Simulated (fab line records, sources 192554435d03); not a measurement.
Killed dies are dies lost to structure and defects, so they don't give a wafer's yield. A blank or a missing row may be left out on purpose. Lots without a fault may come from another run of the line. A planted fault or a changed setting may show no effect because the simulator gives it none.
Chamber matching | flow n5_finfet | N5_BEOL_M9_ILD_DEP_00 on pecvd-03: 3 sister chambers
The step deposits SiCOH lowk from DEMS/porogen, target thk 308.51 nm, time 58 s. 6 wafers are shown with their chamber, then 12 later ones without.

WAFERS WITH THEIR CHAMBER
wafer  | chamber | heater_power_w (W) | throttle_valve_pct (%)
L090.3 | 1       | 294                | 14.2
L090.5 | 1       | 293                | 14.4
L092.2 | 2       | 435                | 13.4
L091.1 | 2       | 441                | 13.2
L091.2 | 0       | 255                | 12.8
L091.3 | 0       | 258                | 12.6

WAFERS WITHOUT THEIR CHAMBER
wafer  | heater_power_w (W) | throttle_valve_pct (%)
L093.2 | 452                | 13.1
L093.3 | 226                | 12.6
L093.4 | 371                | 13.1
L094.1 | 444                | 13.1
L094.5 | 369                | 13.1
L094.6 | 397                | 13.4
L096.1 | 238                | 14.0
L096.2 | 407                | 13.1
L096.4 | 251                | 14.1
L095.2 | 425                | 13.2
L095.3 | 427                | 13.2
L095.4 | 303                | 14.1

WHICH CHAMBER EACH WENT THROUGH
wafer  | from the rows above | in truth
L093.2 | 2                   | 2
L093.3 | 0                   | 0
L093.4 | 2                   | 2
L094.1 | 2                   | 2
L094.5 | 2                   | 2
L094.6 | 2                   | 2
L096.1 | 0                   | 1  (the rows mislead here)
L096.2 | 2                   | 2
L096.4 | 0                   | 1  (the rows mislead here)
L095.2 | 2                   | 2
L095.3 | 2                   | 2
L095.4 | 1                   | 1
Placed correctly: 10 of 12. Can't be placed from these rows: 0. Placed wrongly: 2.
How it was worked out, from the rows above alone: a wafer's distance from a chamber is the root of the sum, over the readings, of the square of ((its reading less the chamber's mean) divided by the reading's scatter). The wafer belongs to the nearest chamber; if the next one is less than 2 further off, it can't be placed. A chamber's mean is the mean of its shown wafers. The scatter: the root of (the sum of the squares of (reading less its chamber's mean) over the shown wafers, divided by (wafers less chambers)).
